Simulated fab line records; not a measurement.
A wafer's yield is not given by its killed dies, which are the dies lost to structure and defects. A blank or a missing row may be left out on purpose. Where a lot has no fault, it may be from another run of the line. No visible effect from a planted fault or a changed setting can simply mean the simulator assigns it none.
Lot-split experiment -- flow n5-finfet -- route with 1938 steps; 7 lots, 39 wafers read

THE SPLIT ITSELF
At N5_PASSIVATION_PECVD_55 (deposits SiO2 from SiH4/N2O, target thk 400 nm, time 22.5 s), the setting time-s was moved away from the recipe's 22.5 s on 12 of the 39 wafers read, by -59.3% to +58.5%. All remaining wafers had this setting at the recipe value.

FROM THE SPLIT TO THE READING: what the file shows between them, 4 steps
- N5_PASSIVATION_PECVD_01: deposits SiNx from SiH4/NH3/N2, target thk 200 nm, time 43.2 s
- N5_PASSIVATION_HMDS_03: time 60 s
- N5_PASSIVATION_DESCUM_12: chemistry O2, time 7.9 s
- N5_PASSIVATION_PASS_ETCH_74: etches SiNx in CF4/O2, target depth 220 nm, time 110 s

THE READING
TV_OPEN.cd-offset-nm (the simulator's own value, which no gauge read), in nm, at N5_PASSIVATION_VIA_ETCH_13 (etches SiO2 in CHF3/O2, target depth 660 nm, time 330 s). The file does not state a usual value for it. Average 1.8 nm, standard deviation 0.39 nm, over the 27 wafers here run with the recipe.

wafer,"tool, chamber at the split","time-s as run, s",against the recipe,"TV_OPEN.cd-offset-nm, nm",against lot-mates on the recipe
L074.1,"pecvd-03, 1",35.66,+58.5%,-0.6,-2.6
L074.2,"pecvd-03, 0,2",22.5,recipe,2,-
L074.3,"pecvd-03, 2",35.66,+58.5%,0.2,-1.8
L074.4,"pecvd-03, 1",22.5,recipe,1.4,-
L074.5,"pecvd-03, 0",35.66,+58.5%,-2,-4.0
L074.6,"pecvd-03, 0,2",22.5,recipe,2.6,-
L077.1,"pecvd-01, 2",22.5,recipe,1.8,-
L077.2,"pecvd-01, 0,2",9.155,-59.3%,4,+1.9
L077.3,"pecvd-01, 1",22.5,recipe,1.8,-
L077.4,"pecvd-01, 0,2",9.155,-59.3%,5,+2.9
L077.5,"pecvd-01, 0",9.155,-59.3%,4.2,+2.1
L077.6,"pecvd-01, 1",22.5,recipe,2.6,-
L083.4,"pecvd-02, 1",22.5,recipe,1.8,-
L083.5,"pecvd-02, 2",22.5,recipe,1.8,-
L083.6,"pecvd-02, 0",22.5,recipe,1.8,-
L086.1,"pecvd-03, 0",22.5,recipe,1.8,-
L086.2,"pecvd-03, 2",22.5,recipe,2.2,-
L086.3,"pecvd-03, 1",10.38,-53.9%,5,+2.9
L086.4,"pecvd-03, 1",22.5,recipe,2.4,-
L086.5,"pecvd-03, 2",10.38,-53.9%,4.2,+2.1
L086.6,"pecvd-03, 0",10.38,-53.9%,4.6,+2.5
L091.1,"pecvd-01, 2",22.5,recipe,2,-
L091.2,"pecvd-01, 1",14.34,-36.3%,3,+1.3
L091.3,"pecvd-01, 0",14.34,-36.3%,3.4,+1.7
L091.4,"pecvd-01, 2",14.34,-36.3%,3.4,+1.7
L091.5,"pecvd-01, 1",22.5,recipe,1.2,-
L091.6,"pecvd-01, 0",22.5,recipe,1.8,-
L090.1,"pecvd-03, 2",22.5,recipe,2,-
L090.2,"pecvd-03, 0",22.5,recipe,2.4,-
L090.3,"pecvd-03, 1",22.5,recipe,1.4,-
L090.4,"pecvd-03, 0",22.5,recipe,1.2,-
L090.5,"pecvd-03, 2",22.5,recipe,1.8,-
L090.6,"pecvd-03, 1",22.5,recipe,1.4,-
L095.1,"pecvd-03, 2",22.5,recipe,1.4,-
L095.2,"pecvd-03, 1",22.5,recipe,1.6,-
L095.3,"pecvd-03, 0",22.5,recipe,1.6,-
L095.4,"pecvd-03, 1",22.5,recipe,2,-
L095.5,"pecvd-03, 0",22.5,recipe,1.4,-
L095.6,"pecvd-03, 2",22.5,recipe,1.4,-
When a row names more than one chamber, that row covers several wafers, and the file does not tell which wafer ran in which chamber.

FIT RESULTS
A straight line over all 39 wafers: TV_OPEN.cd-offset-nm changes by -0.0457 nm for each +1% of time-s; r = -0.94; the points scatter about the line by 0.47 nm.
The same after taking each lot's own level away (the mean of its wafers on the recipe; 39 wafers): -0.0445 nm for each +1%; r = -0.95; scatter 0.43 nm.
The reading moves by 2.6 nm for the largest change in time-s, on that fit.
The span of the lots' own levels, 1.57 to 2.13 nm, comes to 1.5 times the standard deviation stated above.
The two slopes agree, so the slope changes little with the lot-to-lot level.
Check: +2.69 nm against its lot-mates is what the line predicts for one of the wafers moved furthest among these (-59.3%) when that wafer is left out of the fit. It came out at +1.93 nm against them.

THE WHOLE CHAIN: every reading that the file lists as answering this split, in the file's order
step,what it does,reading,change (the file's fit),r (the file's)
N5_PASSIVATION_PECVD_55,"deposits SiO2 from SiH4/N2O, target thk 400 nm, time 22.5 s","SiO2_of_PASSIVATION_PECVD_55.thk-nm (the simulator's own value, which no gauge read)",+3.99 nm for each +1% of the setting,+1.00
N5_PASSIVATION_VIA_ETCH_13,"etches SiO2 in CHF3/O2, target depth 660 nm, time 330 s",etch-rf-on-time-s,withheld for each +1% of the setting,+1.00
N5_PASSIVATION_VIA_ETCH_13,"etches SiO2 in CHF3/O2, target depth 660 nm, time 330 s","TV_OPEN.cd-offset-nm (the simulator's own value, which no gauge read)",-0.0442 nm for each +1% of the setting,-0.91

THE FILE'S OWN FIT
TV_OPEN.cd-offset-nm changes by -0.0442 nm for each +1% of time-s, r = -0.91.
